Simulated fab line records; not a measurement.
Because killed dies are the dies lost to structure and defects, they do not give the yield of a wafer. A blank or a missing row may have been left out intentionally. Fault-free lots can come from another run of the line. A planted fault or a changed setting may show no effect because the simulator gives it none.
Lot-split experiment    flow n5Finfet    7 lots, 21 wafers read, on a route of 1938 steps

## SPLIT DETAILS
At N5_BEOL_M0_SAQP_ETCH_107 (etches SiNx in CH3F/O2, target depth 30 nm), the setting biasW was moved away from the recipe's 73 W on 11 of the 21 wafers read, by -16.2% to +14.2%. This setting was run at the recipe's value on the other wafers.

The reading comes from the split's own step.

## THE READING
rfVppV, in V, at N5_BEOL_M0_SAQP_ETCH_107 (etches SiNx in CH3F/O2, target depth 30 nm). Typical for fault-free wafers on this fab line: 299 V, with standard deviation 4.6 V.

wafer   tool, chamber at the split  biasW as run, W  against the recipe  rfVppV, V  against lot-mates on the recipe
L077.1  rieDiel-02, 2               73               recipe              303        -
L077.5  rieDiel-02, 2               83.36            +14.2%              336        +33
L077.6  rieDiel-02, 0               83.36            +14.2%              335        +32
L084.2  rieDiel-04, 0               77.41            +6.0%               313        +17
L084.5  rieDiel-04, 0               77.41            +6.0%               316        +20
L084.6  rieDiel-04, 1               73               recipe              296        -
L086.2  rieDiel-05, 2               73               recipe              293        -
L086.5  rieDiel-05, 2               73               recipe              292        -
L086.6  rieDiel-05, 1               73               recipe              298        -
L087.1  rieDiel-05, 3               73               recipe              297        -
L087.3  rieDiel-05, 0               63.33            -13.2%              275        -22
L087.4  rieDiel-05, 2               63.33            -13.2%              262        -35
L090.1  rieDiel-04, 2               73               recipe              307        -
L090.3  rieDiel-04, 1               61.2             -16.2%              255        -48
L090.4  rieDiel-04, 0               73               recipe              300        -
L094.2  rieDiel-05, 1               73               recipe              297        -
L094.4  rieDiel-05, 0               80.76            +10.6%              331        +34
L094.5  rieDiel-05, 2               80.76            +10.6%              318        +21
L096.2  rieDiel-04, 1               63.56            -12.9%              263        -42
L096.5  rieDiel-04, 2               73               recipe              305        -
L096.6  rieDiel-04, 1               63.56            -12.9%              265        -40

FIT RESULTS
A straight line over all 21 wafers: rfVppV changes by +2.54 V for each +1% of biasW; r = +0.98; the points scatter about the line by 4.8 V.
The same after taking each lot's own level away (the mean of its wafers on the recipe; 21 wafers): +2.62 V for each +1%; r = +0.98; scatter 5.1 V.
According to that fit, moving biasW by its largest amount changes the reading by 42 V.
Measured against the standard deviation above, the lots' own levels, which go from 294.3 to 305.0 V, span 2.3 times it.
Consequently the slope shifts little with the lot-to-lot level, the two slopes agreeing.
Check: with one of the wafers moved furthest among these (-16.2%) left out of the fit, the line predicts -41.7 V for it against its lot-mates. Against them it came out at -48.5 V.
Tool readings at the split's step, against how far the setting was moved: rfVppV r = +0.98.

## THESE WAFERS: OTHER SPLITS
Note: prior to the reading, these wafers also went through further splits. Each is held against what the fit with the lots' levels taken away leaves over:
other split on the same wafers        wafers away from the commonest value  r with rfVppV (lot level and that fit taken away)
N5_DUMMY_GATE_COAT_28 spinRpm         9                                     -0.10
N5_SD_EPI_N_ETCH_45 targetDepthA      12                                    -0.40
N5_HKMG_FIN_HK_ALD_01 aldCycles       7                                     +0.36
N5_GATE_CUT_EXPOSE_10 doseMj          9                                     -0.22
N5_GATE_CUT_DESCUM_18 timeS           8                                     -0.27
N5_MOL_CONTACT_COAG_ALD_27 aldCycles  6                                     -0.07
N5_MOL_CONTACT_COAG_ETCH_91 timeS     6                                     -0.18

## THE WHOLE CHAIN: every reading that the file lists as answering this split, in the file's order
step                      what it does                                reading                                                                       change (the file's fit)                r (the file's)
N5_BEOL_M0_SAQP_ETCH_107  etches SiNx in CH3F/O2, target depth 30 nm  rfVppV                                                                        +2.68 V for each +1% of the setting    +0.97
N5_BEOL_M0_SAQP_ETCH_107  etches SiNx in CH3F/O2, target depth 30 nm  BEOL_M0_SAQP.featureDepthNm (the simulator's own value, which no gauge read)  +0.159 nm for each +1% of the setting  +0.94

## THE FILE'S OWN FIT
rfVppV changes by +2.68 V for each +1% of biasW, r = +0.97.
